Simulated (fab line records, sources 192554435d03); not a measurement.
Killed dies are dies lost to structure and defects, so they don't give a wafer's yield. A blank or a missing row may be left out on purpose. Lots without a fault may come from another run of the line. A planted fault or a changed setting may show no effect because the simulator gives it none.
A struck lot beside a sound one | flow n5_finfet | 33 steps out of a route of 1938
Sound: wafers L186.2, L186.4, L186.5. Struck: wafers L182.1, L182.3, L182.6. The cause comes at the end.
At each step with rows: each side's tool, then ch and its chambers, then its first start. Under that, the readings that differ: sound wafers | struck wafers | difference of the means | sigmas: that difference in standard deviations of wafers without a fault.
alike: readings whose means differ by less than 2 such deviations, and words and numbers that are the same on both sides. not compared: withheld readings, readings that some wafer has no value for, bounds like >300 that may hide the same value, and numbers for which the record gives no deviation and whose values overlap.
The two part at a step that has a row with sigmas, a row that says differs or no value, or rows on one side only. Numbers that don't overlap but have no deviation are shown without sigmas and don't part them. A reading that every wafer of one side lacks parts them only if that side has two wafers or more.

first, 1 step without rows for these wafers: N5_BEOL_M5_CMP_52 (polishes, stops on SiCOH lowk, t overpolish 6.9 s, target thk 62 nm).
N5_BEOL_M5_THK_MEAS_53: measures by xrf.
  sound on film_metro-01, day 11 23:09; struck on film_metro-02, day 10 20:08
  alike: M5_THK
then, 1 step without rows for these wafers: N5_BEOL_M5_PRE_CLEAN_77 (time 15 s).
N5_BEOL_M5_CO_CAP_78: material Co, precursor CCTBA/H2, target thk 2 nm, time 102.1 s.
  sound on cvd_co-01 ch 1,2, day 11 23:14; struck on cvd_co-01 ch 1,2, day 10 20:17
  alike: heater_power_outer_w, heater_power_w
then, 1 step without rows for these wafers: N5_BEOL_M5_PRE_CLEAN_55 (time 15 s).
N5_BEOL_M5_DEP_56: deposits SiCN from 3MS/NH3, target thk 8 nm, time 14 s.
  sound on pecvd-03 ch 0,1,2, day 11 23:21; struck on pecvd-01 ch 0,2, day 10 20:24
  alike: chamber_pressure_Torr, rf_fwd_power_W, showerhead_plenum_p_Torr, throttle_valve_pct
N5_BEOL_M5_RS_MEAS_57: measures by four-point-probe.
  sound on film_metro-02, day 11 23:25; struck on film_metro-02, day 10 20:28
  alike: M5_RS
N5_BEOL_M5_INSPECT_58: inspects for defects (darkfield).
  sound on defect_inspect-02, day 11 23:26; struck on defect_inspect-01, day 10 20:30
  alike: raw_defect_count
then, 2 steps without rows for these wafers: N5_BEOL_M6_ILD_DEP_00 (deposits SiCOH lowk from DEMS/porogen, target thk 179.75 nm, time 33.4 s); N5_BEOL_M6_CURE_74 (cures SiCOH lowk, time 240 s).
N5_BEOL_M6_THK_MEAS_01:
  sound on film_metro-02, day 12 00:08; struck on film_metro-01, day 10 21:07
  alike: M6_ILD_THK
N5_BEOL_M6_PECVD_70: deposits SiO2 from TEOS/O2, target thk 20 nm, time 22.7 s.
  sound on pecvd-03 ch 0,1,2, day 12 00:11; struck on pecvd-01 ch 0,1, day 10 21:09
  alike: heater_power_outer_w, heater_power_w, showerhead_plenum_p_Torr, throttle_valve_pct
N5_BEOL_M6_HM_DEP_02: deposits TiN, target thk 20 nm.
  sound on pvd_sputter-03, day 12 01:34; struck on pvd_sputter-03, day 10 22:05
  no value came back on the struck wafers for chamber_pressure_pa (Pa), substrate_temp_c (C), throttle_valve_pct (%); on the sound wafers chamber_pressure_pa (Pa) reads 0.5001 0.5003 0.5000
then, 8 steps without rows for these wafers: N5_BEOL_M6_COAT_59 (time 60 s, resist thk 100 nm); N5_BEOL_M6_COAT_60 (time 60 s, resist thk 35 nm); N5_BEOL_M6_COAT_05 (resist thk 90 nm); N5_BEOL_M6_EBR_07; N5_BEOL_M6_SOFTBAKE_06 (time 60 s); N5_BEOL_M6_EXPOSE_08 (exposes mask M6); N5_BEOL_M6_PEB_09 (peb time 60 s); N5_BEOL_M6_DEVELOP_10 (develop time 30 s).
N5_BEOL_M6_CD_MEAS_11: target cd 38.5 nm.
  sound on cd_sem-01 ch 0, day 12 02:04; struck on cd_sem-02 ch 0, day 10 22:34
  alike: cd_nm
N5_BEOL_M6_OVL_MEAS_12:
  sound on overlay-01 ch 0, day 12 02:05; struck on overlay-01 ch 0, day 10 22:37
  alike: M6_OVL
N5_BEOL_M6_INSPECT_13: inspects for defects (brightfield).
  sound on defect_inspect-02, day 12 02:07; struck on defect_inspect-02, day 10 22:38
  alike: raw_defect_count
then, 1 step without rows for these wafers: N5_BEOL_M6_DESCUM_16 (chemistry O2, time 7.9 s).
N5_BEOL_M6_ETCH_61: etches SiARC in CF4, target depth 45.5 nm, time 75.8 s.
  sound on rie_diel-03 ch 0,2,3, day 12 02:11; struck on rie_diel-01 ch 0,2,3, day 10 22:42
  alike: drypump_motor_current_A, etch_rf_on_time_s, mfc_ar_sccm, oes_product_au, rf_vpp_V, showerhead_plenum_p_Torr, throttle_valve_pct
  not compared: rf_hours_counter_h
then, 2 steps without rows for these wafers: N5_BEOL_M6_ETCH_62 (etches SOC in N2/H2, target depth 110 nm, overetch 22 nm, time 165 s); N5_BEOL_M6_STRIP_68 (strips in N2/H2).
N5_BEOL_M6_STRIP_67: strips in CF4.
  sound on rie_diel-03 ch 0,2,3, day 12 02:23; struck on rie_diel-01 ch 0,2,3, day 10 22:54
  alike: drypump_motor_current_A, oes_product_au, rf_vpp_V, showerhead_plenum_p_Torr, throttle_valve_pct
  not compared: rf_hours_counter_h
N5_BEOL_M6_HM_OPEN_17: chemistry Cl2/BCl3, target TiN, target depth 20 nm, overetch 6 nm.
  sound on rie_metal-03 ch 0,1, day 12 02:25; struck on rie_metal-03 ch 0,1, day 10 22:56
  reading                  | sound             | struck            | difference | sigmas
  oes_product_au (a.u.)    | 0.65 0.68 0.64    | 0.30 0.30 0.29    | -0.36      | -5
  throttle_valve_pct (%)   | 22.36 22.18 22.35 | 22.80 22.79 23.00 | +0.57      | +5
  model.etch.depth_nm (nm) | 19.74 19.67 19.71 | 0 0 0             | -20        |
  alike: drypump_motor_current_A, mfc_ar_sccm
  not compared: rf_hours_counter_h
then, 1 step without rows for these wafers: N5_BEOL_M6_STRIP_19 (strips in O2).
N5_BEOL_M6_CD_MEAS_18: pitch 80 nm, target cd 40 nm.
  sound on cd_sem-01, day 12 02:37; struck on cd_sem-02, day 10 23:10
  reading    | sound          | struck | difference                    | sigmas
  cd_nm (nm) | 39.9 41.2 38.9 | - - -  | no value on the struck wafers |
then, 1 step without rows for these wafers: N5_BEOL_M6_COAT_63 (time 60 s, resist thk 60 nm).

WHERE THEY PART
First at N5_BEOL_M6_HM_DEP_02; last, within this record, at N5_BEOL_M6_CD_MEAS_18.

WHY: what the simulator had put in
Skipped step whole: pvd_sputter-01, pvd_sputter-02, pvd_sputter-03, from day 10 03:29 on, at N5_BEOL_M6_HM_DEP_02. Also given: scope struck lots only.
